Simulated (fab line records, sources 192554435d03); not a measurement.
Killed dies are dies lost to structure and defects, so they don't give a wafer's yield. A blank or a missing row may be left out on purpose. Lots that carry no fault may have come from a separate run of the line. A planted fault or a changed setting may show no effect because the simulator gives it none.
Lot-split experiment :: flow n5 finfet :: 21 wafers read across 7 lots, on a route 1938 steps long

THE SPLIT ITSELF
At N5_SD_EPI_N_PEB_07 (peb time 60 s), the setting peb temp c was moved away from the recipe's 110 C on 6 of the 21 wafers read, by -2.5% to +3.4%. The other wafers ran this setting at the recipe's value.

THE PATH FROM SPLIT TO READING: the file shows 1 step between them
- N5_SD_EPI_N_DEVELOP_08: develop time 30 s

THE READING
cd nm (nm) at N5_SD_EPI_N_CD_MEAS_09, where the cd target is 120 nm. Fault-free wafers of this fab line usually give 119.9 nm, standard deviation 0.65 nm.

wafer: L077.3
tool, chamber at the split: litho track-01, 0
peb temp c as run, C: 113.7
against the recipe: +3.4%
cd nm, nm: 128.0
against lot-mates on the recipe: +9.6

wafer: L077.5
tool, chamber at the split: litho track-01, 0
peb temp c as run, C: 110
against the recipe: recipe
cd nm, nm: 118.4
against lot-mates on the recipe: -

wafer: L077.6
tool, chamber at the split: litho track-01, 0
peb temp c as run, C: 110
against the recipe: recipe
cd nm, nm: 118.4
against lot-mates on the recipe: -

wafer: L078.1
tool, chamber at the split: litho track-02, 0
peb temp c as run, C: 110
against the recipe: recipe
cd nm, nm: 119.9
against lot-mates on the recipe: -

wafer: L078.2
tool, chamber at the split: litho track-02, 0
peb temp c as run, C: 110
against the recipe: recipe
cd nm, nm: 120.3
against lot-mates on the recipe: -

wafer: L078.3
tool, chamber at the split: litho track-02, 0
peb temp c as run, C: 110
against the recipe: recipe
cd nm, nm: 120.2
against lot-mates on the recipe: -

wafer: L083.4
tool, chamber at the split: litho track-01, 0
peb temp c as run, C: 110
against the recipe: recipe
cd nm, nm: 119.1
against lot-mates on the recipe: -

wafer: L083.5
tool, chamber at the split: litho track-01, 0
peb temp c as run, C: 107.2
against the recipe: -2.5%
cd nm, nm: 111.9
against lot-mates on the recipe: -7.4

wafer: L083.6
tool, chamber at the split: litho track-01, 0
peb temp c as run, C: 110
against the recipe: recipe
cd nm, nm: 119.5
against lot-mates on the recipe: -

wafer: L086.1
tool, chamber at the split: litho track-03, 0
peb temp c as run, C: 110
against the recipe: recipe
cd nm, nm: 119.7
against lot-mates on the recipe: -

wafer: L086.4
tool, chamber at the split: litho track-03, 0
peb temp c as run, C: 110
against the recipe: recipe
cd nm, nm: 120.0
against lot-mates on the recipe: -

wafer: L086.5
tool, chamber at the split: litho track-03, 0
peb temp c as run, C: 110
against the recipe: recipe
cd nm, nm: 120.0
against lot-mates on the recipe: -

wafer: L087.1
tool, chamber at the split: litho track-01, 0
peb temp c as run, C: 110
against the recipe: recipe
cd nm, nm: 119.6
against lot-mates on the recipe: -

wafer: L087.4
tool, chamber at the split: litho track-01, 0
peb temp c as run, C: 111.6
against the recipe: +1.5%
cd nm, nm: 123.7
against lot-mates on the recipe: +4.1

wafer: L087.6
tool, chamber at the split: litho track-01, 0
peb temp c as run, C: 111.6
against the recipe: +1.5%
cd nm, nm: 123.2
against lot-mates on the recipe: +3.6

wafer: L088.2
tool, chamber at the split: litho track-02, 0
peb temp c as run, C: 108.4
against the recipe: -1.5%
cd nm, nm: 115.8
against lot-mates on the recipe: -4.1

wafer: L088.3
tool, chamber at the split: litho track-02, 0
peb temp c as run, C: 110
against the recipe: recipe
cd nm, nm: 119.8
against lot-mates on the recipe: -

wafer: L088.5
tool, chamber at the split: litho track-02, 0
peb temp c as run, C: 110
against the recipe: recipe
cd nm, nm: 120.1
against lot-mates on the recipe: -

wafer: L092.2
tool, chamber at the split: litho track-01, 0
peb temp c as run, C: 112
against the recipe: +1.8%
cd nm, nm: 124.0
against lot-mates on the recipe: +4.9

wafer: L092.3
tool, chamber at the split: litho track-01, 0
peb temp c as run, C: 110
against the recipe: recipe
cd nm, nm: 119.0
against lot-mates on the recipe: -

wafer: L092.5
tool, chamber at the split: litho track-01, 0
peb temp c as run, C: 110
against the recipe: recipe
cd nm, nm: 119.2
against lot-mates on the recipe: -

FIT RESULTS
A straight line over all 21 wafers: cd nm changes by +2.66 nm for each +1% of peb temp c; r = +0.98; the points scatter about the line by 0.58 nm.
The same after taking each lot's own level away (the mean of its wafers on the recipe; 21 wafers): +2.82 nm for each +1%; r = +1.00; scatter 0.18 nm.
On that fit, the largest move of peb temp c shifts the reading by 9.5 nm.
Across the lots, their own levels run from 118.40 to 120.13 nm, a range of 2.7 times the standard deviation given above.
Hence the lot-to-lot level has little effect on the slope; both slopes agree.
Check: for one of the wafers moved furthest among these (+3.4%), held out of the fit, the line's prediction against its lot-mates is +9.34 nm. It came out at +9.6 nm against them.

THE WHOLE CHAIN: every reading that the file lists as answering this split, in the file's order
step: N5_SD_EPI_N_CD_MEAS_09
what it does: target cd 120 nm
reading: cd nm
change (the file's fit): +2.83 nm for each +1% of the setting
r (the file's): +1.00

step: N5_SD_EPI_N_DESCUM_14
what it does: chemistry O2, time 7.9 s
reading: SD_EPI_N.cd nm (the simulator's own value, which no gauge read)
change (the file's fit): +2.79 nm for each +1% of the setting
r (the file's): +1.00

step: N5_SD_EPI_N_ETCH_35
what it does: etches SOC in N2/H2, overetch 108 nm, time 486 s
reading: SD_EPI_N.cd nm (the simulator's own value, which no gauge read)
change (the file's fit): +3.25 nm for each +1% of the setting
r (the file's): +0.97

step: N5_SD_EPI_N_ETCHBACK_44
what it does: etches SiNx in CH3F/O2, stops on SiO2, target depth 14.5 nm
reading: SD_EPI_N.cd nm (the simulator's own value, which no gauge read)
change (the file's fit): +3.26 nm for each +1% of the setting
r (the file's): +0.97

FILE'S OWN FIT
cd nm changes by +2.83 nm for each +1% of peb temp c, r = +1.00.
